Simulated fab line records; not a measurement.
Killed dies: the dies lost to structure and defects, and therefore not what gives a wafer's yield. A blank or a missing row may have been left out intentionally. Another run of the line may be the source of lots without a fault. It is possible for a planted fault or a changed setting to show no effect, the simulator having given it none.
Which tool did it? ; flow n5_finfet ; 12 lots, 36 wafers sampled, at 4 steps of a route of 1938

== WHAT EACH GAUGE READ, for each wafer ==
N5_FIN_CUT_OVL_MEAS_09.
lot;measured;on;FIN_CUT_OVL (nm)
L075;day 2 11:12;overlay-01;-0.7 0.1 0.4
L077;day 2 21:11;overlay-02;0.1 0.8 -0.5
L079;day 3 08:53;overlay-02;0.4 -0.9 -0.4
L081;day 3 21:15;overlay-01;-0.1 -0.1 0.0
L083;day 4 08:49;overlay-01;-1.3 -0.3 -1.0
L085;day 4 22:18;overlay-01;-0.7 -0.4 -0.4
L087;day 5 09:25;overlay-02;-0.7 -0.4 -0.3
L089;day 5 20:07;overlay-02;0.3 -0.5 -0.5
L091;day 6 09:22;overlay-02;-0.2 0.3 -0.4
L093;day 6 19:56;overlay-02;0.2 0.4 -0.3
L095;day 7 08:25;overlay-02;-0.1 -0.3 0.5
L097;day 7 21:35;overlay-02;0.3 -0.1 -1.0

== WHICH TOOL RAN EACH LOT (tool, then ch and the chambers of the sampled wafers, then the start) ==
lot;N5_WELL_APT_DESCUM_13;N5_FIN_SAQP_HM_DEP_03;N5_FIN_SAQP_SPACER2_ALD_28
L075;rie_diel-06 ch 0,3, day 1 20:37;pecvd-02 ch 0,1,2, day 2 04:15;ald_sin-04 ch 0,2,3, day 2 09:37
L077;rie_diel-06 ch 1,3, day 2 08:05;pecvd-02 ch 0,1,2, day 2 15:18;ald_sin-04 ch 0,1,2, day 2 19:41
L079;rie_diel-06 ch 1,2,3, day 2 19:46;pecvd-03 ch 0,1,2, day 3 02:50;ald_sin-04 ch 0,2,3, day 3 07:19
L081;rie_diel-03 ch 0,3, day 3 08:00;pecvd-02 ch 0,1, day 3 14:48;ald_sin-04 ch 0,1, day 3 19:44
L083;rie_diel-02 ch 0,3, day 3 20:11;pecvd-03 ch 0,1,2, day 4 03:14;ald_sin-02 ch 0,1,2, day 4 07:14
L085;rie_diel-02 ch 1,3, day 4 07:46;pecvd-02 ch 0,1,2, day 4 14:37;ald_sin-04 ch 0,2,3, day 4 20:40
L087;rie_diel-02 ch 1,3, day 4 20:12;pecvd-02 ch 0,2, day 5 03:16;ald_sin-04 ch 1,2, day 5 07:53
L089;rie_diel-06 ch 0,1,2, day 5 07:52;pecvd-03 ch 0,1, day 5 14:31;ald_sin-04 ch 0,1,2, day 5 18:40
L091;rie_diel-03 ch 0,3, day 5 20:01;pecvd-02 ch 0,1, day 6 03:18;ald_sin-04 ch 0,2,3, day 6 07:48
L093;rie_diel-02 ch 0,3, day 6 07:39;pecvd-03 ch 0,1, day 6 14:34;ald_sin-03 ch 1,2,3, day 6 18:28
L095;rie_diel-02 ch 2,3, day 6 19:43;pecvd-02 ch 0,1,2, day 7 02:37;ald_sin-03 ch 2,3, day 7 06:50
L097;rie_diel-03 ch 0,1,3, day 7 08:13;pecvd-02 ch 1,2, day 7 15:49;ald_sin-03 ch 0,2,3, day 7 19:57
- N5_WELL_APT_DESCUM_13: chemistry O2, time 7.9 s.
- N5_FIN_SAQP_HM_DEP_03: deposits SiNx from SiH4/NH3/N2, target thk 38 nm, time 33.6 s.
- N5_FIN_SAQP_SPACER2_ALD_28: deposits SiO2, target thk 8.1 nm, pulse time 1 s, purge time 2 s.

== THE ANSWER, worked out from the rows above alone ==
Rule: the usual values come from the lots themselves. The widest of any qualifying gaps counts: lots, ordered by their means at a reading, are off when they make up no more than a third of the lots, leave a main group of 4 or more, and stand apart from it by 3 or more times the standard deviation of that group's means. A main group is skipped when, at the precision printed for the reading in the tables above, its means are all equal. A lot without any number at a reading at which 4 lots or more have one is off too. The other lots that the step has rows for count as sound.
Across all readings shown, no lot is off: no conclusion can be drawn from this.

== WHAT HAD BEEN PUT IN BY THE SIMULATOR ==
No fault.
